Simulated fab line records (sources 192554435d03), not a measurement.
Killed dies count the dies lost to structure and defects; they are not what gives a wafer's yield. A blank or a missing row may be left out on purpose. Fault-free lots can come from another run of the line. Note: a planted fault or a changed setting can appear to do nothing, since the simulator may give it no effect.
fab line records	flow n5-finfet	part 1 of 2: steps 1 to 23 of 31
[record] lots = 5	wafers = 15	last-day = 16
route steps=1938 shown GATE_CUT@513 MOL_CONTACT_COAG@517
lots untouched by any fault: they come from a run of this same line in which no faults occurred
start-h: hours from the record's opening day to when the first of the lot's shown wafers began	wait-h: hours elapsed since this lot's preceding step	" the same as in the row above	L1.1+2: several wafers, shown together as one row	- either no value or no given start	* or withheld: withheld	< > ~ a bound
route shown NAME@n: NAME is a module with steps in the file, n the number in the route of the first one	usual: mean/standard deviation of fault-free wafers	same: alike in all rows	chamber/n: place in a boat	sites: readings site by site	_std_site: the values' standard deviation	_edge_site: mean of outer sites minus mean of inner sites	radius-mm: how far each site lies from the wafer's centre	mask NAME#n: copy n	behind: the last tool/chamber to shape the wafer	hold: why the lot went on hold/how many hours it stayed there/how the hold came to an end	device: transistor that didn't switch, given as n, p or np	end of line: at the end of the route, the tests of the same wafers	where a step has no rows: the recipe by itself	killed: dies lost to structure and defects at the first sort, not the wafer's yield	map: a wafer's dies, x killed, . not, _ none there
set.NAME: the setting that was run; set.NAME@STEP: the one run at that earlier step	model.NAME: the simulator's own value behind a step, which no gauge read
a table for each step, a row for each wafer; lots at some steps of the route
services: the hour from which a tool's chamber was out of use, counted from the record's first day as start-h (under 0 if before that day), plus the number of hours and why
[[steps]]
[step N5_GATE_CUT_CMP_43]
[recipe] material = SiO2	post-cmp-clean = rinse-only
[usual] motor-current-A = 11.8/1
lot.wafer	tool	chamber	start-h	wait-h	motor-current-A
L077.2	cmp-03	0	105.76	0.0	10.5
L077.3	"	3	"	"	12.3
L077.5	"	1	"	"	12.6
L087.3	cmp-01	0	166.54	0.0	11.0
L087.1	"	3	"	"	12.1
L087.5	"	0	"	"	10.5
L089.2	cmp-02	3	178.20	0.0	12.7
L089.3	"	0	"	"	10.4
L089.4	"	2	"	"	11.9
L090.4	cmp-03	1	181.65	0.1	13.8
L090.2	"	3	"	"	12.5
L090.6	"	0	"	"	10.2
L093.1	cmp-03	3	201.74	0.1	12.5
L093.3	"	1	"	"	13.6
L093.5	"	3	"	"	12.2
[step N5_GATE_CUT_CMP_61]
[recipe] stop-on = SiNx	t-overpolish-s = 3	post-cmp-clean = alkaline-brush	down-force-psi = 4	platen-rpm = 27.09	pad-velocity-m-s = 0.539
[usual] motor-current-A = 11.9/1
lot.wafer	tool	chamber	start-h	wait-h	motor-current-A
L077.2	cmp-03	0	106.24	0.4	10.9
L077.3	"	3	"	"	12.5
L077.5	"	1	"	"	13.7
L087.3	cmp-01	0	167.02	0.4	10.8
L087.1	"	3	"	"	12.9
L087.5	"	0	"	"	11.2
L089.2	cmp-02	3	178.68	0.4	13.0
L089.3	"	0	"	"	10.6
L089.4	"	2	"	"	12.6
L090.4	cmp-03	1	182.08	0.3	13.3
L090.2	"	3	"	"	11.7
L090.6	"	0	"	"	10.7
L093.1	cmp-03	3	203.60	1.8	12.2
L093.3	"	1	"	"	14.3
L093.5	"	3	"	"	12.6
[step N5_GATE_CUT_INSPECT_26]
[recipe] inspect-instrument = darkfield	mode = post-cmp
[usual] raw-defect-count = 38/16
lot.wafer	tool	chamber	start-h	wait-h	raw-defect-count
L077.2	defect-inspect-01	-	106.47	0.0	36
L077.3	"	-	"	"	19
L077.5	"	-	"	"	42
L087.1	defect-inspect-01	-	167.26	0.0	18
L087.3	"	-	"	"	29
L087.5	"	-	"	"	27
L089.2	defect-inspect-02	-	178.91	0.0	27
L089.3	"	-	"	"	44
L089.4	"	-	"	"	29
L090.2	defect-inspect-02	-	182.29	0.0	27
L090.4	"	-	"	"	26
L090.6	"	-	"	"	35
L093.1	defect-inspect-02	-	203.80	0.0	13
L093.3	"	-	"	"	46
L093.5	"	-	"	"	35
[step N5_MOL_CONTACT_COAG_COAT_103]
[recipe] resist = SOC	temp-c = 250	time-s = 60	spin-rpm = 1500	resist-thk-nm = 80
lot.wafer	tool	chamber	start-h	wait-h
L077.2+3+5	litho-track-02	0	106.51	0.0
L087.1+3+5	litho-track-04	0	167.29	0.0
L089.2+3+4	litho-track-04	0	178.94	0.0
L090.2+4+6	litho-track-02	0	182.32	0.0
L093.1+3+5	litho-track-02	0	203.83	0.0
[step N5_MOL_CONTACT_COAG_COAT_104]
[recipe] resist = SiARC	temp-c = 220	time-s = 60	spin-rpm = 1500	resist-thk-nm = 12
lot.wafer	tool	chamber	start-h	wait-h
L077.2+3+5	litho-track-02	0	-	-
L087.1+3+5	litho-track-04	0	-	-
L089.2+3+4	litho-track-04	0	-	-
L090.2+4+6	litho-track-02	0	-	-
L093.1+3+5	litho-track-02	0	-	-
[step N5_MOL_CONTACT_COAG_COAT_58]
[recipe] resist = underlayer	temp-c = 205	time-s = 60	spin-rpm = 1500	resist-thk-nm = 10
lot.wafer	tool	chamber	start-h	wait-h
L077.2+3+5	litho-track-02	0	-	-
L087.1+3+5	litho-track-04	0	-	-
L089.2+3+4	litho-track-04	0	-	-
L090.2+4+6	litho-track-02	0	-	-
L093.1+3+5	litho-track-02	0	-	-
[step N5_MOL_CONTACT_COAG_COAT_02]
[recipe] resist = CAR-EUV	spin-rpm = 1500	resist-thk-nm = 30
lot.wafer	tool	chamber	start-h	wait-h
L077.2+3+5	litho-track-02	0	-	-
L087.1+3+5	litho-track-04	0	-	-
L089.2+3+4	litho-track-04	0	-	-
L090.2+4+6	litho-track-02	0	-	-
L093.1+3+5	litho-track-02	0	-	-
[step N5_MOL_CONTACT_COAG_EBR_04]
[recipe] solvent = PGMEA	ebr-width-mm = 1.5
lot.wafer	tool	chamber	start-h	wait-h
L077.2+3+5	litho-track-02	0	-	-
L087.1+3+5	litho-track-04	0	-	-
L089.2+3+4	litho-track-04	0	-	-
L090.2+4+6	litho-track-02	0	-	-
L093.1+3+5	litho-track-02	0	-	-
[step N5_MOL_CONTACT_COAG_SOFTBAKE_03]
[recipe] temp-c = 110	time-s = 60	resist = CAR-EUV
lot.wafer	tool	chamber	start-h	wait-h
L077.2+3+5	litho-track-02	0	-	-
L087.1+3+5	litho-track-04	0	-	-
L089.2+3+4	litho-track-04	0	-	-
L090.2+4+6	litho-track-02	0	-	-
L093.1+3+5	litho-track-02	0	-	-
[step N5_MOL_CONTACT_COAG_EXPOSE_05]
[recipe] mask-id = CA	na = 0.33	source-shape = annular	sigma-inner = 0.4	sigma-outer = 0.8	polarization = unpolarized	defocus-nm = 0	dose-mj = 38.25
[same] na = 0.33
lot.wafer	tool	chamber	start-h	wait-h	mask
L077.2+3+5	euv-scanner-01	0	106.65	-	CA#0
L087.1+3+5	euv-scanner-01	0	167.55	-	CA#0
L089.2+3+4	euv-scanner-02	0	179.21	-	CA#0
L090.2+4+6	euv-scanner-02	0	182.46	-	CA#0
L093.1+3+5	euv-scanner-02	0	204.09	-	CA#0
[step N5_MOL_CONTACT_COAG_PEB_06]
[recipe] peb-temp-c = 100	peb-time-s = 60	resist = CAR-EUV
lot.wafer	tool	chamber	start-h	wait-h
L077.2+3+5	litho-track-02	0	106.71	0.0
L087.1+3+5	litho-track-05	0	167.61	0.1
L089.2+3+4	litho-track-04	0	179.27	0.0
L090.2+4+6	litho-track-02	0	182.52	0.0
L093.1+3+5	litho-track-02	0	204.16	0.1
[step N5_MOL_CONTACT_COAG_DEVELOP_07]
[recipe] develop-time-s = 30	developer = TMAH	resist = CAR-EUV	rinse-liquid = surfactant-rinse	dry = air-spin	dev-temp-c = 23
[same] develop-time-s = 30
lot.wafer	tool	chamber	start-h	wait-h
L077.2+3+5	litho-track-02	0	-	-
L087.1+3+5	litho-track-05	0	-	-
L089.2+3+4	litho-track-04	0	-	-
L090.2+4+6	litho-track-02	0	-	-
L093.1+3+5	litho-track-02	0	-	-
[step N5_MOL_CONTACT_COAG_CD_MEAS_08]
[recipe] target-cd-nm = 28	landing-energy-ev = 500	detector = se-inlens	polarity = opening
[usual] cd-nm = 27.96/0.29
lot.wafer	tool	chamber	start-h	wait-h	cd-nm
L077.2	cd-sem-02	0	106.77	-	27.77
L077.3	"	0	"	"	27.80
L077.5	"	0	"	"	28.15
L087.1	cd-sem-01	0	167.68	-	28.31
L087.3	"	0	"	"	28.19
L087.5	"	0	"	"	28.42
L089.2	cd-sem-01	0	179.34	-	28.09
L089.3	"	0	"	"	27.64
L089.4	"	0	"	"	27.48
L090.2	cd-sem-02	0	182.59	-	27.68
L090.4	"	0	"	"	27.99
L090.6	"	0	"	"	27.44
L093.1	cd-sem-02	0	204.22	-	27.30
L093.3	"	0	"	"	27.73
L093.5	"	0	"	"	27.48
[step N5_MOL_CONTACT_COAG_OVL_MEAS_09]
[recipe] points-per-wafer = 522
[usual] CA_OVL = -0.5/0.73
[same] points-per-wafer = 522
lot.wafer	tool	chamber	start-h	wait-h	CA_OVL[nm]
L077.2	overlay-02	0	106.81	0.0	0.8
L077.3	"	0	"	"	-0.4
L077.5	"	0	"	"	0.2
L087.1	overlay-02	0	167.71	0.0	0.0
L087.3	"	0	"	"	-1.2
L087.5	"	0	"	"	-0.7
L089.2	overlay-02	0	179.37	0.0	-1.8
L089.3	"	0	"	"	-1.3
L089.4	"	0	"	"	-1.2
L090.2	overlay-02	0	182.62	0.0	-1.6
L090.4	"	0	"	"	-1.0
L090.6	"	0	"	"	-1.1
L093.1	overlay-02	0	204.25	0.0	-0.8
L093.3	"	0	"	"	-0.3
L093.5	"	0	"	"	0.4
[step N5_MOL_CONTACT_COAG_INSPECT_10]
[recipe] mode = adi	inspect-instrument = brightfield
[usual] raw-defect-count = 69/29
lot.wafer	tool	chamber	start-h	wait-h	raw-defect-count
L077.2	defect-inspect-01	-	106.87	0.1	56
L077.3	"	-	"	"	37
L077.5	"	-	"	"	65
L087.1	defect-inspect-02	-	167.77	0.1	51
L087.3	"	-	"	"	72
L087.5	"	-	"	"	53
L089.2	defect-inspect-01	-	179.42	0.0	47
L089.3	"	-	"	"	61
L089.4	"	-	"	"	55
L090.2	defect-inspect-02	-	182.67	0.0	50
L090.4	"	-	"	"	37
L090.6	"	-	"	"	68
L093.1	defect-inspect-01	-	204.31	0.1	34
L093.3	"	-	"	"	77
L093.5	"	-	"	"	67
[step N5_MOL_CONTACT_COAG_DESCUM_13]
[recipe] chemistry = O2	time-s = 7	source-power-w = 50	bias-power-w = 20	pressure-mtorr = 20	rf-frequency-hz = 2.712e+07	temp-c = 40	resist = CAR-EUV	o2-flow-sccm = 225
[usual] drypump-motor-current-A = 5.6/0.49	oes-product-au = 0.76/0.063	rf-vpp-V = 243.6/1.3	showerhead-plenum-p-Torr = 2.12/0.062	throttle-valve-pct = 20.42/0.2
lot.wafer	tool	chamber	start-h	wait-h	drypump-motor-current-A	oes-product-au	rf-hours-counter-h	rf-vpp-V	showerhead-plenum-p-Torr	throttle-valve-pct
L077.2	rie-diel-04	2	106.90	0.0	6.0	0.72	212	243.0	2.08	20.33
L077.3	"	0	"	"	6.1	0.77	144	242.8	2.11	20.72
L077.5	"	1	"	"	6.0	0.91	-	243.4	2.14	20.52
L087.1	rie-diel-03	1	167.80	0.0	5.4	0.76	136	244.2	2.10	20.15
L087.3	"	2	"	"	5.2	0.77	163	243.1	2.09	20.23
L087.5	"	0	"	"	5.3	0.80	-	244.5	2.21	20.20
L089.2	rie-diel-01	1	180.13	0.7	5.1	0.69	239	243.7	2.17	20.57
L089.3	"	2	"	"	4.8	0.71	178	240.9	2.01	20.61
L089.4	"	0	"	"	5.8	0.77	160	242.7	2.10	20.39
L090.2	rie-diel-01	3	182.71	0.0	6.2	0.84	44	245.7	2.20	20.08
L090.4	"	0	"	"	5.9	0.77	162	243.3	2.10	20.38
L090.6	"	2	"	"	4.8	0.72	-	241.5	2.01	20.60
L093.1	rie-diel-01	1	204.35	0.0	5.1	0.68	248	244.3	2.17	20.58
L093.3	"	2	"	"	4.8	0.71	187	242.4	2.01	20.64
L093.5	"	0	"	"	5.8	0.77	-	243.3	2.10	20.41
[step N5_MOL_CONTACT_COAG_ETCH_59]
[recipe] chemistry = N2/H2	target = underlayer	target-depth-a = 130	mask-material = CAR-EUV	time-s = 10.4	ion-energy-ev = 200	pressure-mtorr = 30	source-w = 840	bias-w = 150	n2-flow-sccm = 200	h2-flow-sccm = 200	ends = cleared
[usual] drypump-motor-current-A = 5.6/0.49	etch-rf-on-time-s = 10.34/0.19	h2-flow-sccm = 200.2/0.63	oes-product-au = 0.65/0.052	rf-vpp-V = 524.6/2.3	showerhead-plenum-p-Torr = 2.57/0.076	throttle-valve-pct = 17.79/0.19
lot.wafer	tool	chamber	start-h	wait-h	drypump-motor-current-A	etch-rf-on-time-s	h2-flow-sccm	oes-product-au	rf-hours-counter-h	rf-vpp-V	showerhead-plenum-p-Torr	throttle-valve-pct
L077.2	rie-diel-04	2	106.94	0.0	6.1	10.27	201.1	0.62	212	522.2	2.51	17.63
L077.3	"	0	"	"	6.1	10.42	199.5	0.66	144	524.3	2.54	18.04
L077.5	"	1	"	"	6.0	10.21	200.9	0.77	-	524.7	2.61	17.86
L087.1	rie-diel-03	1	167.84	0.0	5.4	10.70	201.1	0.65	136	525.3	2.56	17.68
L087.3	"	2	"	"	5.2	10.19	200.2	0.66	163	522.8	2.52	17.60
L087.5	"	0	"	"	5.3	10.47	200.7	0.69	-	527.8	2.66	17.48
L089.2	rie-diel-01	1	180.16	0.0	5.1	10.02	200.8	0.60	239	525.5	2.62	17.93
L089.3	"	2	"	"	4.8	10.35	199.9	0.62	178	520.6	2.44	18.02
L089.4	"	0	"	"	5.8	10.49	199.0	0.64	160	523.8	2.53	17.70
L090.2	rie-diel-01	3	182.74	0.0	6.2	9.98	200.8	0.74	44	527.9	2.68	17.52
L090.4	"	0	"	"	5.8	10.36	199.3	0.64	162	523.3	2.53	17.73
L090.6	"	2	"	"	4.8	10.27	200.5	0.62	-	522.8	2.44	18.04
L093.1	rie-diel-01	1	204.38	0.0	5.1	10.20	201.4	0.59	248	526.0	2.62	17.93
L093.3	"	2	"	"	4.8	10.31	201.2	0.61	187	520.8	2.43	18.04
L093.5	"	0	"	"	5.8	10.62	200.6	0.63	-	524.1	2.53	17.74
[step N5_MOL_CONTACT_COAG_ETCH_105]
[recipe] chemistry = CF4	target = SiARC	target-depth-a = 156	mask-material = CAR-EUV	time-s = 26	ion-energy-ev = 80	pressure-mtorr = 40	source-w = 545	bias-w = 36	Ar_flow_sccm = 100	cf4-flow-sccm = 100	ends = cleared
[usual] drypump-motor-current-A = 5.6/0.49	etch-rf-on-time-s = 25.8/0.46	oes-product-au = 0.65/0.052	rf-vpp-V = 184.4/1.2	showerhead-plenum-p-Torr = 2.16/0.065	throttle-valve-pct = 15.58/0.14
lot.wafer	tool	chamber	start-h	wait-h	drypump-motor-current-A	etch-rf-on-time-s	oes-product-au	rf-hours-counter-h	rf-vpp-V	showerhead-plenum-p-Torr	throttle-valve-pct
L077.2	rie-diel-04	2	106.96	0.0	6.1	25.7	0.62	212	184.0	2.12	15.53
L077.3	"	0	"	"	6.1	26.3	0.66	144	183.6	2.14	15.80
L077.5	"	1	"	"	6.0	26.0	0.76	-	185.0	2.18	15.57
L087.1	rie-diel-03	1	167.86	0.0	5.4	26.8	0.65	136	185.0	2.14	15.38
L087.3	"	2	"	"	5.2	25.6	0.67	163	186.1	2.14	15.50
L087.5	"	0	"	"	5.3	26.3	0.69	-	186.0	2.24	15.34
L089.2	rie-diel-01	1	180.18	0.0	5.1	25.1	0.60	239	183.4	2.20	15.63
L089.3	"	2	"	"	4.8	26.3	0.61	178	182.3	2.05	15.72
L089.4	"	0	"	"	5.8	26.2	0.64	160	184.7	2.14	15.50
L090.2	rie-diel-01	3	182.76	0.0	6.2	25.0	0.73	44	184.7	2.27	15.47
L090.4	"	0	"	"	5.9	26.0	0.64	162	183.9	2.13	15.50
L090.6	"	2	"	"	4.8	26.3	0.61	-	181.2	2.05	15.71
L093.1	rie-diel-01	1	204.40	0.0	5.1	25.2	0.60	248	185.1	2.20	15.66
L093.3	"	2	"	"	4.8	26.0	0.60	187	183.3	2.05	15.72
L093.5	"	0	"	"	5.8	26.2	0.63	-	184.6	2.13	15.51
[step N5_MOL_CONTACT_COAG_ETCH_106]
[recipe] chemistry = N2/H2	target = SOC	target-depth-a = 800	overetch-a = 160	mask-material = SiARC	temp-c = 40	time-s = 120	ion-energy-ev = 200	pressure-mtorr = 30	source-w = 840	bias-w = 150	n2-flow-sccm = 200	h2-flow-sccm = 200
[usual] drypump-motor-current-A = 5.6/0.49	h2-flow-sccm = 200.0/0.58	oes-product-au = 0.68/0.053	rf-vpp-V = 524.6/2.4	showerhead-plenum-p-Torr = 2.57/0.076	throttle-valve-pct = 17.76/0.19
lot.wafer	tool	chamber	start-h	wait-h	drypump-motor-current-A	h2-flow-sccm	oes-product-au	rf-hours-counter-h	rf-vpp-V	showerhead-plenum-p-Torr	throttle-valve-pct
L077.2	rie-diel-04	2	106.99	0.0	6.1	200.0	0.64	212	523.9	2.51	17.60
L077.3	"	0	"	"	6.1	200.0	0.70	144	524.9	2.54	18.00
L077.5	"	1	"	"	6.0	200.8	0.80	-	525.0	2.61	17.85
L087.1	rie-diel-03	1	167.89	0.0	5.4	199.5	0.69	136	522.9	2.56	17.64
L087.3	"	2	"	"	5.2	199.1	0.69	164	524.6	2.52	17.56
L087.5	"	0	"	"	5.3	199.9	0.72	-	526.7	2.66	17.45
L089.2	rie-diel-01	1	180.21	0.0	5.1	200.5	0.62	239	524.4	2.62	17.87
L089.3	"	2	"	"	4.8	200.2	0.64	178	521.2	2.44	17.98
L089.4	"	0	"	"	5.8	199.3	0.67	161	523.3	2.53	17.69
L090.2	rie-diel-01	3	182.79	0.0	6.2	200.2	0.74	45	527.7	2.68	17.49
L090.4	"	0	"	"	5.9	199.7	0.67	162	522.6	2.53	17.70
L090.6	"	2	"	"	4.8	198.9	0.65	-	520.4	2.44	18.02
L093.1	rie-diel-01	1	204.43	0.0	5.1	199.7	0.62	248	524.8	2.62	17.91
L093.3	"	2	"	"	4.8	199.0	0.64	187	520.0	2.43	18.02
L093.5	"	0	"	"	5.8	199.6	0.66	-	523.2	2.53	17.74
[step N5_MOL_CONTACT_COAG_STRIP_107]
[recipe] chemistry = N2/H2	temp-c = 40	n2-flow-sccm = 200	h2-flow-sccm = 200	rf-frequency-hz = 6e+07
lot.wafer	tool	chamber	start-h	wait-h
L077.2+3+5	rie-diel-04	2,0,1	107.07	0.0
L087.1+3+5	rie-diel-03	1,2,0	167.97	0.0
L089.2+3+4	rie-diel-01	1,2,0	180.29	0.0
L090.2+4+6	rie-diel-01	3,0,2	182.87	0.0
L093.1+3+5	rie-diel-01	1,2,0	204.51	0.0
[step N5_MOL_CONTACT_COAG_STRIP_108]
[recipe] chemistry = N2/H2	temp-c = 40	n2-flow-sccm = 200	h2-flow-sccm = 200	rf-frequency-hz = 6e+07
lot.wafer	tool	chamber	start-h	wait-h
L077.2+3+5	rie-diel-04	2,0,1	107.08	0.0
L087.1+3+5	rie-diel-03	1,2,0	167.98	0.0
L089.2+3+4	rie-diel-01	1,2,0	180.30	0.0
L090.2+4+6	rie-diel-01	3,0,2	182.88	0.0
L093.1+3+5	rie-diel-01	1,2,0	204.52	0.0
[step N5_MOL_CONTACT_COAG_CONTACT_ETCH_14]
[recipe] chemistry = C4F6/O2	target = SiO2	target-depth-a = 275	overetch-a = 85	mask-material = SOC	pressure-mtorr = 30	source-w = 370	bias-w = 185	Ar_flow_sccm = 300	C4F6_flow_sccm = 16	O2_flow_sccm = 10	time-s = 20	ion-energy-ev = 259.6
[usual] drypump-motor-current-A = 5.6/0.49	oes-product-au = 0.64/0.05	rf-vpp-V = 694/3	showerhead-plenum-p-Torr = 2.92/0.09	throttle-valve-pct = 21.24/0.16
lot.wafer	tool	chamber	start-h	wait-h	drypump-motor-current-A	oes-product-au	rf-hours-counter-h	rf-vpp-V	showerhead-plenum-p-Torr	throttle-valve-pct
L077.2	rie-diel-04	2	107.09	0.0	6.1	0.60	212	691	2.86	21.12
L077.3	"	0	"	"	6.1	0.66	144	691	2.87	21.44
L077.5	"	1	"	"	6.0	0.77	-	695	2.96	21.49
L087.1	rie-diel-03	1	167.99	0.0	5.4	0.66	136	693	2.87	20.92
L087.3	"	2	"	"	5.2	0.66	164	692	2.87	21.06
L087.5	"	0	"	"	5.3	0.69	-	697	3.02	21.00
L089.2	rie-diel-01	1	180.31	0.0	5.1	0.59	239	694	2.97	21.30
L089.3	"	2	"	"	4.8	0.61	178	688	2.76	21.39
L089.4	"	0	"	"	5.8	0.64	161	692	2.88	21.14
L090.2	rie-diel-01	3	182.89	0.0	6.2	0.72	45	697	3.06	21.19
L090.4	"	0	"	"	5.8	0.64	162	692	2.88	21.13
L090.6	"	2	"	"	4.8	0.61	-	690	2.76	21.38
L093.1	rie-diel-01	1	204.53	0.0	5.1	0.59	248	696	2.96	21.33
L093.3	"	2	"	"	4.8	0.61	187	687	2.76	21.40
L093.5	"	0	"	"	5.8	0.63	-	693	2.87	21.16
[step N5_MOL_CONTACT_COAG_STRIP_109]
[recipe] chemistry = C4F6/O2	resist = SiARC	rf-frequency-hz = 6e+07
lot.wafer	tool	chamber	start-h	wait-h
L077.2+3+5	rie-diel-04	2,0,1	107.11	0.0
L087.1+3+5	rie-diel-03	1,2,0	168.01	0.0
L089.2+3+4	rie-diel-01	1,2,0	180.34	0.0
L090.2+4+6	rie-diel-01	3,0,2	182.92	0.0
L093.1+3+5	rie-diel-01	1,2,0	204.55	0.0
